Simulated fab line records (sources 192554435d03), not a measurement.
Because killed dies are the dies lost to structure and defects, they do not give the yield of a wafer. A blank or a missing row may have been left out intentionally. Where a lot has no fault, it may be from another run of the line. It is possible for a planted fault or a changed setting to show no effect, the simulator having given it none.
Which tool did it?	flow n5Finfet	12 lots, 36 wafers sampled, at 4 steps of a route of 1938

WHAT THE GAUGES READ, wafer by wafer
N5_BEOL_M15_INSPECT_12: inspects for defects (macro).
lot	measured	on	rawDefectCount
L075	day 12 05:06	defectInspect-02	3 2 4
L077	day 12 18:28	defectInspect-02	2 2 3
L080	day 13 17:05	defectInspect-02	3 1 3
L079	day 13 18:04	defectInspect-01	1 4 2
L081	day 14 03:28	defectInspect-01	1 0 4
L084	day 14 11:55	defectInspect-02	2 5 1
L088	day 14 18:54	defectInspect-01	1 2 0
L089	day 15 19:53	defectInspect-01	1 2 3
L093	day 16 16:20	defectInspect-01	2 1 2
L092	day 16 17:09	defectInspect-01	0 4 4
L095	day 17 18:23	defectInspect-02	5 1 0
L097	day 18 09:26	defectInspect-02	1 2 2

WHICH TOOL RAN EACH LOT (tool, then ch and the chambers of the sampled wafers, then the start)
lot	N5_BEOL_M13_DESCUM_33	N5_BEOL_M13_ETCH_38	N5_BEOL_M15_ILD_DEP_00
L075	rieDiel-03 ch 0,1, day 11 16:44	rieDiel-03 ch 1,2, day 11 20:52	pecvd-01 ch 0,2, day 12 04:29
L077	rieDiel-04 ch 0,3, day 12 07:20	rieDiel-03 ch 0,1,3, day 12 08:07	pecvd-01 ch 0,1,2, day 12 17:52
L080	rieDiel-03 ch 0,2,3, day 13 07:50	rieDiel-03 ch 0,1, day 13 08:55	pecvd-04 ch 0,1, day 13 16:22
L079	rieDiel-03 ch 0,2,3, day 13 08:23	rieDiel-02 ch 1,2, day 13 09:29	pecvd-03 ch 0,1,2, day 13 17:28
L081	rieDiel-02 ch 1,2, day 13 17:05	rieDiel-02 ch 1,2,3, day 13 19:03	pecvd-04 ch 0,1,2, day 14 02:41
L084	rieDiel-02 ch 1,2, day 14 01:01	rieDiel-02 ch 0,3, day 14 03:47	pecvd-01 ch 1,2, day 14 11:11
L088	rieDiel-04 ch 2,3, day 14 07:43	rieDiel-03 ch 1,2,3, day 14 08:26	pecvd-04 ch 0,1,2, day 14 18:17
L089	rieDiel-02 ch 0,1, day 15 07:46	rieDiel-03 ch 0,2,3, day 15 11:39	pecvd-04 ch 0,1,2, day 15 19:23
L093	rieDiel-02 ch 1,2, day 16 00:25	rieDiel-02 ch 0,1, day 16 01:07	pecvd-04 ch 1,2, day 16 15:43
L092	rieDiel-03 ch 0,2,3, day 16 07:13	rieDiel-03 ch 1,2, day 16 10:01	pecvd-01 ch 0,1, day 16 16:25
L095	rieDiel-02 ch 1,2,3, day 17 06:23	rieDiel-02 ch 1,2, day 17 10:25	pecvd-01 ch 0,1,2, day 17 17:47
L097	rieDiel-04 ch 2,3, day 17 19:39	rieDiel-03 ch 0,1,2, day 17 21:12	pecvd-04 ch 0,2, day 18 08:42
- N5_BEOL_M13_DESCUM_33: chemistry O2, time 7.9 s.
- N5_BEOL_M13_ETCH_38: etches SiCN in CF4/N2, target depth 67.5 nm, time 71.9 s.
- N5_BEOL_M15_ILD_DEP_00: deposits SiO2 from TEOS/O2, target thk 1629.3 nm, time 346.1 s.

THE ANSWER, worked out from the rows above alone
Rule: usual is defined by the lots themselves. The widest of any qualifying gaps counts: lots, ordered by their means at a reading, are off when they make up no more than a third of the lots, leave a main group of 4 or more, and stand apart from it by 3 or more times the standard deviation of that group's means. A main group is skipped when, at the precision printed for the reading in the tables above, its means are all equal. Also off: a lot with no number at a reading for which 4 or more lots have one. All remaining lots with rows at the step are treated as sound.
No lot is off on any of the readings shown, so nothing can be concluded from this.

WHAT THE SIMULATOR HAD INSERTED
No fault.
